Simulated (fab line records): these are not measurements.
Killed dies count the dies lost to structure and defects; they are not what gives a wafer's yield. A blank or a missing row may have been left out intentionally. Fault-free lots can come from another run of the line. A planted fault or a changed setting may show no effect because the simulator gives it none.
Lot-split experiment || flow n5Finfet || 7 lots, 21 wafers read, on a route of 1938 steps

## THE SPLIT ITSELF
At N5_BEOL_M8_ILD_DEP_00 (deposits SiCOH lowk from DEMS/porogen, target thk 179.75 nm, time 33.4 s), the setting tempC was moved away from the recipe's 300 C on 6 of the 21 wafers read, by -1.6% to +1.8%. The other wafers ran this setting at the recipe's value.

There is no step in the file separating the split from the reading.

## THE READING
SiCOH_lowk_of_BEOL_M8_ILD_DEP_00.thkNm (the simulator's own value, which no gauge read), in nm, at N5_BEOL_M8_CURE_74 (cures SiCOH lowk, time 240 s). The file gives no usual value for it. Here, 15 wafers ran the recipe; their average is 155.5 nm with a standard deviation of 2.3 nm.

{"wafer": "L075.1", "tool, chamber at the split": "pecvd-04, 1", "tempC as run, C": 300, "against the recipe": "recipe", "SiCOH_lowk_of_BEOL_M8_ILD_DEP_00.thkNm, nm": 155.6, "against lot-mates on the recipe": "-"}
{"wafer": "L075.3", "tool, chamber at the split": "pecvd-04, 2", "tempC as run, C": 300, "against the recipe": "recipe", "SiCOH_lowk_of_BEOL_M8_ILD_DEP_00.thkNm, nm": 155.8, "against lot-mates on the recipe": "-"}
{"wafer": "L075.5", "tool, chamber at the split": "pecvd-04, 0", "tempC as run, C": 300, "against the recipe": "recipe", "SiCOH_lowk_of_BEOL_M8_ILD_DEP_00.thkNm, nm": 154.2, "against lot-mates on the recipe": "-"}
{"wafer": "L082.1", "tool, chamber at the split": "pecvd-01, 0", "tempC as run, C": 300, "against the recipe": "recipe", "SiCOH_lowk_of_BEOL_M8_ILD_DEP_00.thkNm, nm": 156, "against lot-mates on the recipe": "-"}
{"wafer": "L082.2", "tool, chamber at the split": "pecvd-01, 2", "tempC as run, C": 300, "against the recipe": "recipe", "SiCOH_lowk_of_BEOL_M8_ILD_DEP_00.thkNm, nm": 154.6, "against lot-mates on the recipe": "-"}
{"wafer": "L082.6", "tool, chamber at the split": "pecvd-01, 2", "tempC as run, C": 300, "against the recipe": "recipe", "SiCOH_lowk_of_BEOL_M8_ILD_DEP_00.thkNm, nm": 157, "against lot-mates on the recipe": "-"}
{"wafer": "L083.1", "tool, chamber at the split": "pecvd-01, 1", "tempC as run, C": 304.8, "against the recipe": "+1.6%", "SiCOH_lowk_of_BEOL_M8_ILD_DEP_00.thkNm, nm": 150.2, "against lot-mates on the recipe": -5.8}
{"wafer": "L083.3", "tool, chamber at the split": "pecvd-01, 2", "tempC as run, C": 304.8, "against the recipe": "+1.6%", "SiCOH_lowk_of_BEOL_M8_ILD_DEP_00.thkNm, nm": 150.6, "against lot-mates on the recipe": -5.4}
{"wafer": "L083.4", "tool, chamber at the split": "pecvd-01, 1", "tempC as run, C": 300, "against the recipe": "recipe", "SiCOH_lowk_of_BEOL_M8_ILD_DEP_00.thkNm, nm": 156, "against lot-mates on the recipe": "-"}
{"wafer": "L087.1", "tool, chamber at the split": "pecvd-03, 1", "tempC as run, C": 300, "against the recipe": "recipe", "SiCOH_lowk_of_BEOL_M8_ILD_DEP_00.thkNm, nm": 151, "against lot-mates on the recipe": "-"}
{"wafer": "L087.2", "tool, chamber at the split": "pecvd-03, 0", "tempC as run, C": 300, "against the recipe": "recipe", "SiCOH_lowk_of_BEOL_M8_ILD_DEP_00.thkNm, nm": 151.6, "against lot-mates on the recipe": "-"}
{"wafer": "L087.4", "tool, chamber at the split": "pecvd-03, 2", "tempC as run, C": 295.8, "against the recipe": "-1.4%", "SiCOH_lowk_of_BEOL_M8_ILD_DEP_00.thkNm, nm": 156.8, "against lot-mates on the recipe": "+5.5"}
{"wafer": "L093.3", "tool, chamber at the split": "pecvd-04, 0", "tempC as run, C": 300, "against the recipe": "recipe", "SiCOH_lowk_of_BEOL_M8_ILD_DEP_00.thkNm, nm": 155.4, "against lot-mates on the recipe": "-"}
{"wafer": "L093.5", "tool, chamber at the split": "pecvd-04, 1", "tempC as run, C": 300, "against the recipe": "recipe", "SiCOH_lowk_of_BEOL_M8_ILD_DEP_00.thkNm, nm": 161.4, "against lot-mates on the recipe": "-"}
{"wafer": "L093.6", "tool, chamber at the split": "pecvd-04, 0", "tempC as run, C": 300, "against the recipe": "recipe", "SiCOH_lowk_of_BEOL_M8_ILD_DEP_00.thkNm, nm": 157.4, "against lot-mates on the recipe": "-"}
{"wafer": "L095.2", "tool, chamber at the split": "pecvd-01, 0", "tempC as run, C": 305.5, "against the recipe": "+1.8%", "SiCOH_lowk_of_BEOL_M8_ILD_DEP_00.thkNm, nm": 149.2, "against lot-mates on the recipe": -6.2}
{"wafer": "L095.4", "tool, chamber at the split": "pecvd-01, 1", "tempC as run, C": 300, "against the recipe": "recipe", "SiCOH_lowk_of_BEOL_M8_ILD_DEP_00.thkNm, nm": 154.8, "against lot-mates on the recipe": "-"}
{"wafer": "L095.6", "tool, chamber at the split": "pecvd-01, 0", "tempC as run, C": 300, "against the recipe": "recipe", "SiCOH_lowk_of_BEOL_M8_ILD_DEP_00.thkNm, nm": 156, "against lot-mates on the recipe": "-"}
{"wafer": "L096.1", "tool, chamber at the split": "pecvd-01, 1", "tempC as run, C": 295.1, "against the recipe": "-1.6%", "SiCOH_lowk_of_BEOL_M8_ILD_DEP_00.thkNm, nm": 159.4, "against lot-mates on the recipe": "+3.8"}
{"wafer": "L096.3", "tool, chamber at the split": "pecvd-01, 0", "tempC as run, C": 300, "against the recipe": "recipe", "SiCOH_lowk_of_BEOL_M8_ILD_DEP_00.thkNm, nm": 155.6, "against lot-mates on the recipe": "-"}
{"wafer": "L096.6", "tool, chamber at the split": "pecvd-01, 2", "tempC as run, C": 295.1, "against the recipe": "-1.6%", "SiCOH_lowk_of_BEOL_M8_ILD_DEP_00.thkNm, nm": 161, "against lot-mates on the recipe": "+5.4"}

FIT RESULTS
A straight line over all 21 wafers: SiCOH_lowk_of_BEOL_M8_ILD_DEP_00.thkNm changes by -2.85 nm for each +1% of tempC; r = -0.77; the points scatter about the line by 2.2 nm.
The same after taking each lot's own level away (the mean of its wafers on the recipe; 21 wafers): -3.3 nm for each +1%; r = -0.93; scatter 1.2 nm.
That fit puts the effect of the largest move of tempC on the reading at 6 nm.
Measured against the standard deviation above, the lots' own levels, which go from 151.30 to 158.07 nm, span 2.9 times it.
So the lot-to-lot level blurs the effect unless lot-mates are compared.
Check: -6.08 nm against its lot-mates is what the line predicts for one of the wafers moved furthest among these (+1.8%) when that wafer is left out of the fit. Against them it came out at -6.2 nm.

## OTHER SPLITS APPLIED TO THESE WAFERS
These wafers also went through other splits before the reading. Each is held against what the fit with the lots' levels taken away leaves over:
{"other split on the same wafers": "N5_BEOL_M5_EXPOSE_25 doseMj", "wafers away from the commonest value": 6, "r with SiCOH_lowk_of_BEOL_M8_ILD_DEP_00.thkNm (lot level and that fit taken away)": "+0.06"}
{"other split on the same wafers": "N5_BEOL_M6_ETCH_41 timeS", "wafers away from the commonest value": 5, "r with SiCOH_lowk_of_BEOL_M8_ILD_DEP_00.thkNm (lot level and that fit taken away)": "+0.18"}
{"other split on the same wafers": "N5_BEOL_M7_VIA_ETCH_34 sourceW", "wafers away from the commonest value": 5, "r with SiCOH_lowk_of_BEOL_M8_ILD_DEP_00.thkNm (lot level and that fit taken away)": "+0.06"}
{"other split on the same wafers": "N5_BEOL_M7_TRENCH_ETCH_37 sourceW", "wafers away from the commonest value": 4, "r with SiCOH_lowk_of_BEOL_M8_ILD_DEP_00.thkNm (lot level and that fit taken away)": "+0.39"}

## THE WHOLE CHAIN: every reading that the file lists as answering this split, in the file's order
{"step": "N5_BEOL_M8_ILD_DEP_00", "what it does": "deposits SiCOH lowk from DEMS/porogen, target thk 179.75 nm, time 33.4 s", "reading": "SiCOH_lowk_of_BEOL_M8_ILD_DEP_00.thkNm (the simulator's own value, which no gauge read)", "change (the file's fit)": "-3.85 nm for each +1% of the setting", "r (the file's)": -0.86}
{"step": "N5_BEOL_M8_CURE_74", "what it does": "cures SiCOH lowk, time 240 s", "reading": "SiCOH_lowk_of_BEOL_M8_ILD_DEP_00.thkNm (the simulator's own value, which no gauge read)", "change (the file's fit)": "-3.37 nm for each +1% of the setting", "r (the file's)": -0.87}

## THE FILE'S OWN FIT
SiCOH_lowk_of_BEOL_M8_ILD_DEP_00.thkNm changes by -3.37 nm for each +1% of tempC, r = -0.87.
